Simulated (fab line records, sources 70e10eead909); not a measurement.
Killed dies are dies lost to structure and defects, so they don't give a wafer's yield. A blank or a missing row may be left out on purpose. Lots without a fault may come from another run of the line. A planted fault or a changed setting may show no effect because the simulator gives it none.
Which tool did it? | flow nand_harc | 24 lots, 72 wafers sampled, at 6 steps of a route of 1302

WHAT THE GAUGES READ, wafer by wafer
NHARC_P_GATE_CD_MEAS_59: target cd 720 nm.
lot  | measured     | on        | cd_nm (nm)
L074 | day 5 22:01  | cd_sem-01 | 718.3 718.1 720.4
L075 | day 5 22:24  | cd_sem-03 | 721.7 721.8 720.7
L076 | day 6 10:50  | cd_sem-03 | 719.5 716.2 718.5
L077 | day 6 14:43  | cd_sem-03 | 718.1 715.9 718.2
L078 | day 7 03:54  | cd_sem-02 | 720.9 718.9 720.0
L079 | day 7 21:14  | cd_sem-02 | 716.7 715.7 718.2
L080 | day 8 00:14  | cd_sem-01 | 721.1 721.2 721.3
L081 | day 8 11:29  | cd_sem-03 | 718.5 717.3 717.5
L082 | day 8 22:32  | cd_sem-02 | 720.4 718.4 718.6
L083 | day 9 08:08  | cd_sem-01 | 719.0 719.1 720.6
L084 | day 9 17:45  | cd_sem-01 | 718.8 716.2 714.0
L085 | day 10 07:59 | cd_sem-02 | 720.7 721.5 719.3
L086 | day 10 10:41 | cd_sem-03 | 719.4 719.1 718.6
L087 | day 11 02:10 | cd_sem-01 | 722.3 721.2 718.4
L088 | day 11 15:16 | cd_sem-03 | 720.5 719.0 717.8
L089 | day 11 21:23 | cd_sem-02 | 718.9 716.9 719.1
L090 | day 12 10:27 | cd_sem-03 | 720.5 719.8 719.3
L091 | day 12 23:07 | cd_sem-01 | 717.9 720.1 717.9
L092 | day 13 03:37 | cd_sem-03 | 716.7 718.1 720.5
L093 | day 13 10:21 | cd_sem-01 | 718.6 716.7 718.8
L094 | day 14 06:50 | cd_sem-01 | 718.3 720.9 720.6
L095 | day 14 11:22 | cd_sem-01 | 720.8 721.2 719.2
L096 | day 14 21:37 | cd_sem-03 | 721.5 719.6 720.4
L097 | day 15 10:59 | cd_sem-02 | 717.9 717.7 717.5

NHARC_P_M0_INSPECT_11.
lot  | measured     | on                | raw_defect_count
L074 | day 6 09:11  | defect_inspect-01 | 1 3 3
L075 | day 6 09:37  | defect_inspect-02 | 3 2 3
L076 | day 6 21:41  | defect_inspect-01 | 5 1 2
L077 | day 7 01:15  | defect_inspect-01 | 2 0 0
L078 | day 7 14:43  | defect_inspect-01 | 3 1 3
L079 | day 8 08:53  | defect_inspect-01 | 4 3 4
L080 | day 8 10:47  | defect_inspect-02 | 5 4 4
L081 | day 8 22:28  | defect_inspect-02 | 4 8 5
L082 | day 9 09:16  | defect_inspect-02 | 6 9 2
L083 | day 9 19:20  | defect_inspect-01 | 5 5 3
L084 | day 10 04:24 | defect_inspect-02 | 2 1 3
L085 | day 10 18:49 | defect_inspect-02 | 3 6 6
L086 | day 10 21:44 | defect_inspect-01 | 6 7 9
L087 | day 11 12:44 | defect_inspect-01 | 7 10 15
L088 | day 12 01:57 | defect_inspect-02 | 8 11 8
L089 | day 12 08:07 | defect_inspect-02 | 10 8 4
L090 | day 12 21:22 | defect_inspect-02 | 8 6 7
L091 | day 13 09:52 | defect_inspect-01 | 1 4 7
L092 | day 13 14:18 | defect_inspect-02 | 3 1 1
L093 | day 13 21:18 | defect_inspect-02 | 3 2 2
L094 | day 14 17:32 | defect_inspect-02 | 1 5 2
L095 | day 14 22:03 | defect_inspect-02 | 5 3 0
L096 | day 15 08:25 | defect_inspect-01 | 4 4 4
L097 | day 15 21:48 | defect_inspect-01 | 1 2 3

WHICH TOOL RAN EACH LOT (tool, then ch and the chambers of the sampled wafers, then the start)
lot  | NHARC_P_GATE_STRIP_76                | NHARC_P_GATE_RTA_80              | NHARC_P_CONTACT_STRIP_28           | NHARC_P_CONTACT_DEGAS_38
L074 | plasma_asher-01 ch 0,1, day 5 22:50  | rtp_anneal-02 ch 0, day 6 02:13  | rie_diel-10 ch 0,1,3, day 6 05:32  | pvd_sputter-01, day 6 06:09
L075 | plasma_asher-02 ch 0,1, day 5 23:13  | rtp_anneal-01 ch 0, day 6 02:52  | rie_diel-10 ch 0,2,3, day 6 06:23  | pvd_sputter-03, day 6 07:04
L076 | plasma_asher-01 ch 0,1, day 6 11:42  | rtp_anneal-02 ch 0, day 6 14:57  | rie_diel-12 ch 1,2, day 6 18:20    | pvd_sputter-03, day 6 18:58
L077 | plasma_asher-02 ch 0,1, day 6 15:32  | rtp_anneal-02 ch 0, day 6 18:48  | rie_diel-11 ch 2,3, day 6 22:11    | pvd_sputter-02, day 6 22:52
L078 | plasma_asher-02 ch 0, day 7 04:41    | rtp_anneal-02 ch 0, day 7 08:04  | rie_diel-11 ch 0,2, day 7 11:31    | pvd_sputter-03, day 7 12:10
L079 | plasma_asher-02 ch 0,1, day 7 22:17  | rtp_anneal-01 ch 0, day 8 01:55  | rie_diel-10 ch 0,3, day 8 05:42    | pvd_sputter-01, day 8 06:21
L080 | plasma_asher-02 ch 0,1, day 8 01:04  | rtp_anneal-01 ch 0, day 8 04:17  | rie_diel-12 ch 0,1, day 8 07:37    | pvd_sputter-01, day 8 08:15
L081 | plasma_asher-02 ch 0,1, day 8 12:19  | rtp_anneal-02 ch 0, day 8 15:41  | rie_diel-10 ch 0,3, day 8 19:23    | pvd_sputter-01, day 8 20:02
L082 | plasma_asher-02 ch 0,1, day 8 23:20  | rtp_anneal-02 ch 0, day 9 02:31  | rie_diel-10 ch 0,2, day 9 06:04    | pvd_sputter-01, day 9 06:46
L083 | plasma_asher-01 ch 0,1, day 9 08:56  | rtp_anneal-02 ch 0, day 9 12:46  | rie_diel-12 ch 0,2,3, day 9 16:13  | pvd_sputter-03, day 9 16:49
L084 | plasma_asher-01 ch 0,1, day 9 18:36  | rtp_anneal-01 ch 0, day 9 21:56  | rie_diel-10 ch 1,2,3, day 10 01:22 | pvd_sputter-03, day 10 01:59
L085 | plasma_asher-02 ch 0,1, day 10 08:47 | rtp_anneal-01 ch 0, day 10 12:16 | rie_diel-12 ch 0,2,3, day 10 15:38 | pvd_sputter-03, day 10 16:16
L086 | plasma_asher-01 ch 0,1, day 10 11:30 | rtp_anneal-01 ch 0, day 10 14:49 | rie_diel-12 ch 0,1,3, day 10 18:42 | pvd_sputter-02, day 10 19:20
L087 | plasma_asher-02 ch 0, day 11 02:58   | rtp_anneal-02 ch 0, day 11 06:20 | rie_diel-12 ch 0,1,3, day 11 09:43 | pvd_sputter-01, day 11 10:19
L088 | plasma_asher-01 ch 0,1, day 11 16:04 | rtp_anneal-02 ch 0, day 11 19:23 | rie_diel-12 ch 0,2, day 11 22:47   | pvd_sputter-02, day 11 23:26
L089 | plasma_asher-02 ch 0,1, day 11 22:11 | rtp_anneal-01 ch 0, day 12 01:36 | rie_diel-11 ch 0,1,2, day 12 05:00 | pvd_sputter-01, day 12 05:37
L090 | plasma_asher-02 ch 0, day 12 11:16   | rtp_anneal-01 ch 0, day 12 14:41 | rie_diel-10 ch 1,3, day 12 18:10   | pvd_sputter-01, day 12 18:47
L091 | plasma_asher-01 ch 0,1, day 12 23:56 | rtp_anneal-02 ch 0, day 13 03:16 | rie_diel-10 ch 0,2,3, day 13 06:41 | pvd_sputter-01, day 13 07:18
L092 | plasma_asher-01 ch 0,1, day 13 04:25 | rtp_anneal-02 ch 0, day 13 07:37 | rie_diel-10 ch 0,2,3, day 13 11:01 | pvd_sputter-03, day 13 11:40
L093 | plasma_asher-02 ch 0,1, day 13 11:09 | rtp_anneal-01 ch 0, day 13 14:31 | rie_diel-12 ch 0,2,3, day 13 18:10 | pvd_sputter-01, day 13 18:47
L094 | plasma_asher-01 ch 0,1, day 14 07:40 | rtp_anneal-02 ch 0, day 14 11:04 | rie_diel-11 ch 1,2, day 14 14:23   | pvd_sputter-02, day 14 15:01
L095 | plasma_asher-02 ch 0,1, day 14 12:11 | rtp_anneal-02 ch 0, day 14 15:31 | rie_diel-11 ch 1,2,3, day 14 18:55 | pvd_sputter-01, day 14 19:32
L096 | plasma_asher-01 ch 0,1, day 14 22:26 | rtp_anneal-02 ch 0, day 15 01:50 | rie_diel-12 ch 0,2, day 15 05:21   | pvd_sputter-01, day 15 06:01
L097 | plasma_asher-02 ch 0,1, day 15 11:47 | rtp_anneal-02 ch 0, day 15 15:10 | rie_diel-11 ch 1,3, day 15 18:35   | pvd_sputter-01, day 15 19:14
- NHARC_P_GATE_STRIP_76: strips in O2.
- NHARC_P_GATE_RTA_80: time 30 s.
- NHARC_P_CONTACT_STRIP_28: strips in O2.
- NHARC_P_CONTACT_DEGAS_38: time 60 s.

WHAT THE TOOLS THEMSELVES READ (means of the sampled wafers that have a number; where no wafer has one, the mark that the record gives instead)
NHARC_P_GATE_STRIP_76.
lot  | tool            | drypump_motor_current_A (A) | heater_power_w (W)
L074 | plasma_asher-01 | 6.2                         | 354
L075 | plasma_asher-02 | 5.1                         | 390
L076 | plasma_asher-01 | 6.2                         | 358
L077 | plasma_asher-02 | 4.9                         | 388
L078 | plasma_asher-02 | 5.2                         | 409
L079 | plasma_asher-02 | 4.9                         | 386
L080 | plasma_asher-02 | 5.1                         | 392
L081 | plasma_asher-02 | 5.1                         | 388
L082 | plasma_asher-02 | 4.9                         | 386
L083 | plasma_asher-01 | 6.2                         | 341
L084 | plasma_asher-01 | 6.0                         | 347
L085 | plasma_asher-02 | 5.1                         | 391
L086 | plasma_asher-01 | 6.0                         | 346
L087 | plasma_asher-02 | 5.2                         | 396
L088 | plasma_asher-01 | 6.2                         | 340
L089 | plasma_asher-02 | 4.9                         | 371
L090 | plasma_asher-02 | 5.2                         | 393
L091 | plasma_asher-01 | 6.2                         | 338
L092 | plasma_asher-01 | 6.2                         | 339
L093 | plasma_asher-02 | 4.9                         | 362
L094 | plasma_asher-01 | 6.2                         | 337
L095 | plasma_asher-02 | 5.1                         | 381
L096 | plasma_asher-01 | 6.0                         | 347
L097 | plasma_asher-02 | 4.9                         | 365

NHARC_P_GATE_RTA_80.
lot  | tool          | wafer_temp_C_max
L074 | rtp_anneal-02 | 300.8
L075 | rtp_anneal-01 | 301.9
L076 | rtp_anneal-02 | 300.4
L077 | rtp_anneal-02 | 300.4
L078 | rtp_anneal-02 | 301.3
L079 | rtp_anneal-01 | 301.5
L080 | rtp_anneal-01 | 301.9
L081 | rtp_anneal-02 | 300.7
L082 | rtp_anneal-02 | 300.5
L083 | rtp_anneal-02 | 300.8
L084 | rtp_anneal-01 | 301.5
L085 | rtp_anneal-01 | 301.9
L086 | rtp_anneal-01 | 301.5
L087 | rtp_anneal-02 | 300.5
L088 | rtp_anneal-02 | 300.6
L089 | rtp_anneal-01 | 301.8
L090 | rtp_anneal-01 | 301.7
L091 | rtp_anneal-02 | 300.6
L092 | rtp_anneal-02 | 300.7
L093 | rtp_anneal-01 | 301.9
L094 | rtp_anneal-02 | 300.8
L095 | rtp_anneal-02 | 300.6
L096 | rtp_anneal-02 | 300.5
L097 | rtp_anneal-02 | 300.4

NHARC_P_CONTACT_STRIP_28.
lot  | tool        | drypump_motor_current_A (A) | oes_product_au (a.u.) | rf_vpp_V (V) | showerhead_plenum_p_Torr (Torr) | throttle_valve_pct (%)
L074 | rie_diel-10 | 5.7                         | 0.984                 | 58.7         | 3.57                            | 17.029
L075 | rie_diel-10 | 5.5                         | 0.992                 | 57.7         | 3.54                            | 17.029
L076 | rie_diel-12 | 5.7                         | 1.001                 | 57.4         | 3.60                            | 17.038
L077 | rie_diel-11 | 5.7                         | 1.008                 | 58.1         | 3.75                            | 17.032
L078 | rie_diel-11 | 6.2                         | 1.011                 | 57.4         | 3.76                            | 17.037
L079 | rie_diel-10 | 5.9                         | 0.989                 | 57.8         | 3.48                            | 17.042
L080 | rie_diel-12 | 5.9                         | 0.993                 | 57.1         | 3.46                            | 17.046
L081 | rie_diel-10 | 5.6                         | 0.986                 | 57.4         | 3.55                            | 17.043
L082 | rie_diel-10 | 5.9                         | 1.002                 | 57.3         | 3.46                            | 17.044
L083 | rie_diel-12 | 5.9                         | 1.002                 | 56.7         | 3.45                            | 17.041
L084 | rie_diel-10 | 5.3                         | 0.997                 | 57.1         | 3.62                            | 17.037
L085 | rie_diel-12 | 5.9                         | 1.000                 | 58.1         | 3.44                            | 17.041
L086 | rie_diel-12 | 5.7                         | 1.006                 | 57.1         | 3.49                            | 17.040
L087 | rie_diel-12 | 5.7                         | 1.004                 | 58.6         | 3.49                            | 17.037
L088 | rie_diel-12 | 6.1                         | 0.992                 | 57.0         | 3.42                            | 17.036
L089 | rie_diel-11 | 6.1                         | 0.999                 | 58.3         | 3.68                            | 17.040
L090 | rie_diel-10 | 5.4                         | 0.995                 | 58.0         | 3.64                            | 17.036
L091 | rie_diel-10 | 5.5                         | 1.002                 | 58.2         | 3.53                            | 17.038
L092 | rie_diel-10 | 5.5                         | 0.996                 | 58.0         | 3.53                            | 17.038
L093 | rie_diel-12 | 5.9                         | 1.004                 | 57.6         | 3.44                            | 17.040
L094 | rie_diel-11 | 6.0                         | 0.998                 | 57.8         | 3.61                            | 17.037
L095 | rie_diel-11 | 5.8                         | 1.001                 | 57.4         | 3.68                            | 17.048
L096 | rie_diel-12 | 6.0                         | 0.999                 | 57.6         | 3.48                            | 17.037
L097 | rie_diel-11 | 5.8                         | 1.003                 | 58.0         | 3.68                            | 17.029

NHARC_P_CONTACT_DEGAS_38.
lot  | tool           | heater_power_w (W)
L074 | pvd_sputter-01 | 447
L075 | pvd_sputter-03 | 498
L076 | pvd_sputter-03 | 505
L077 | pvd_sputter-02 | 477
L078 | pvd_sputter-03 | 486
L079 | pvd_sputter-01 | 402
L080 | pvd_sputter-01 | 455
L081 | pvd_sputter-01 | 454
L082 | pvd_sputter-01 | 405
L083 | pvd_sputter-03 | 486
L084 | pvd_sputter-03 | 501
L085 | pvd_sputter-03 | 478
L086 | pvd_sputter-02 | 506
L087 | pvd_sputter-01 | 404
L088 | pvd_sputter-02 | 481
L089 | pvd_sputter-01 | 469
L090 | pvd_sputter-01 | 512
L091 | pvd_sputter-01 | 461
L092 | pvd_sputter-03 | 501
L093 | pvd_sputter-01 | 434
L094 | pvd_sputter-02 | 417
L095 | pvd_sputter-01 | 428
L096 | pvd_sputter-01 | 451
L097 | pvd_sputter-01 | 408

THE ANSWER, worked out from the rows above alone
Rule: what is usual is taken from the lots themselves. Put in order of their means at a reading, lots are off if they are a third of the lots or fewer, leave a main group of 4 or more, and stand apart from it by a gap of 3 or more times the standard deviation of the main group's means; of several such gaps the widest counts. A main group whose means are all the same, to the digits that the tables above print for the reading, isn't used. A lot without any number at a reading at which 4 lots or more have one is off too. The other lots that the step has rows for count as sound. The gauges are gone through in route order, then the tools' own readings, and for those a lot's mean is taken as printed above. The first step at which some lot is off is used, and at that step the reading that is off furthest; a lot without a number counts as furthest.
No lot is off at any reading shown: from this, nothing can be told.

WHAT THE SIMULATOR HAD PUT IN
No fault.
